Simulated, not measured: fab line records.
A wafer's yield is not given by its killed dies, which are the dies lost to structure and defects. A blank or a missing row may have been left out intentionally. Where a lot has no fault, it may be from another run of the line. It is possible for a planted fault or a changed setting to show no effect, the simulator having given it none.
Comparing a struck lot with a sound one -- flow n5-finfet -- 34 steps out of a route of 1938
Sound: these wafers, L189.1, L189.5, L189.6. Struck: wafer L197.4. (L197.2, L197.6 of the same lot were not struck and are left out.) The cause comes at the end.
Order at every step that has rows: each side's tool, ch and its chambers, its first start. Under that, the readings that differ: sound wafers -- struck wafers -- difference of the means -- sigmas: that difference in standard deviations of wafers without a fault.
alike: readings whose means differ by less than 2 such deviations, and words and numbers that are the same on both sides. not compared: withheld readings, readings that some wafer has no value for, bounds like >300 that may hide the same value, and numbers for which the record gives no deviation and whose values overlap.
Wherever a step has rows on one side only, a row that says differs or no value, or a row with sigmas, the two part there. Numbers that don't overlap but have no deviation are shown without sigmas and don't part them. Lack of a reading on every wafer of one side parts them only where that side has two or more wafers.

first, 9 steps without rows for these wafers: N5_BEOL_M8_DESCUM_33 (chemistry O2, time 7 s); N5_BEOL_M8_ETCH_72 (etches underlayer in N2/H2, target depth 6.5 nm, time 5.2 s); N5_BEOL_M8_ETCH_65 (etches SiARC in CF4, target depth 15.6 nm, time 26 s); N5_BEOL_M8_ETCH_66 (etches SOC in N2/H2, target depth 80 nm, overetch 16 nm, time 120 s); N5_BEOL_M8_STRIP_69 (strips in N2/H2); N5_BEOL_M8_STRIP_73 (strips in N2/H2); N5_BEOL_M8_VIA_ETCH_34 (etches SiCOH lowk in C4F6/O2, target depth 125.5 nm, time 50.5 s); N5_BEOL_M8_STRIP_76 (strips in C4F6/O2); N5_BEOL_M8_STRIP_36 (strips in N2/H2).
N5_BEOL_M8_TRENCH_ETCH_37: etches SiCOH lowk in C4F6/O2, target depth 93.478 nm, time 31.2 s.
  sound on rie-diel-04 ch 0,1,3, day 13 01:44; struck on rie-diel-04 ch 2, day 13 22:31
  alike: drypump-motor-current-A, oes-product-au, rf-vpp-V, showerhead-plenum-p-Torr, throttle-valve-pct
  not compared: rf-hours-counter-h
then, 23 steps without rows for these wafers: N5_BEOL_M8_ETCH_41 (etches SiCN in CH3F/O2, target depth 31.9 nm, time 57.8 s); N5_BEOL_M8_STRIP_80 (strips in N2/H2, time 10 s); N5_BEOL_M8_HM_STRIP_39 (strips TiN in peroxide tin strip, target depth 25 nm, time 158 s); N5_BEOL_M8_SRD_40 (time 30 s); N5_BEOL_M8_PRECLEAN_42 (cleans in residue remover, time 60 s); N5_BEOL_M8_SRD_43 (time 30 s); N5_BEOL_M8_CURE_75 (cures SiCOH lowk, time 120 s); N5_BEOL_M8_DEGAS_44 (time 60 s); N5_BEOL_M8_PRE_CLEAN_45 (time 30 s); N5_BEOL_M8_ALD_77 (deposits TaN, target thk 2 nm, pulse time 2 s, purge time 3 s); N5_BEOL_M8_SURFACE_TREAT_79; N5_BEOL_M8_CVD_78 (deposits Co from CCTBA/H2, target thk 2 nm, time 142.3 s); N5_BEOL_M8_SPUTTER_48 (material Cu, target thk 10 nm, time 1.667 s); N5_BEOL_M8_ECD_50 (material Cu, target thk 300 nm); N5_BEOL_M8_ANNEAL_51 (time 90 s); N5_BEOL_M8_CMP_52 (polishes, stops on SiCOH lowk, t overpolish 6.9 s, target thk 80 nm); N5_BEOL_M8_PRE_CLEAN_55 (time 15 s); N5_BEOL_M8_DEP_56 (deposits SiCN from 3MS/NH3, target thk 10 nm, time 17.5 s); N5_BEOL_M9_ILD_DEP_00 (deposits SiCOH lowk from DEMS/porogen, target thk 308.51 nm, time 58 s); N5_BEOL_M9_CURE_71 (cures SiCOH lowk, time 240 s); N5_BEOL_M9_PECVD_70 (deposits SiO2 from TEOS/O2, target thk 20 nm, time 22.7 s); N5_BEOL_M9_HM_DEP_02 (deposits TiN, target thk 20 nm); N5_BEOL_M9_COAT_59 (time 60 s, resist thk 100 nm).
-- the record jumps here: 3 days lie between the struck wafers' starts before and after (it left off in module BEOL_M9 and takes up again in module PASSIVATION, whose first step shown is number 1936 of the route) --
N5_PASSIVATION_PROBE_49:
  sound on prober-02, day 16 06:25; struck on prober-01, day 17 08:07
reading,sound,struck,difference,sigmas
defect-limited-yield (%),91.4 92.7 92.8,86.4,-5.9,-4
killed_at_M4_up,15 11 15,80,+66,+14
killed-dies,102 86 85,161,+70,+4
killed-on-rim,18 12 11,34,+20,+5
sort_bin_4_leakage (%),0.51 0 0.08,0,+0,-3
sort_bin_5_function (%),5.3 3.7 3.9,6.8,+2.5,+3
sort-n-pass,1072 1094 1094,1019,-68,-3
sort-yield-pct (%),90.8 92.7 92.7,86.4,-5.7,-3
  alike: killed_at_M0_to_M3, killed-at-contacts, killed-at-front-end, killed-at-other, killed-open, killed-short, sort_bin_6_memory

## WHERE THEY PART
Only at N5_PASSIVATION_PROBE_49, within this record.

WHY: what the simulator had put in
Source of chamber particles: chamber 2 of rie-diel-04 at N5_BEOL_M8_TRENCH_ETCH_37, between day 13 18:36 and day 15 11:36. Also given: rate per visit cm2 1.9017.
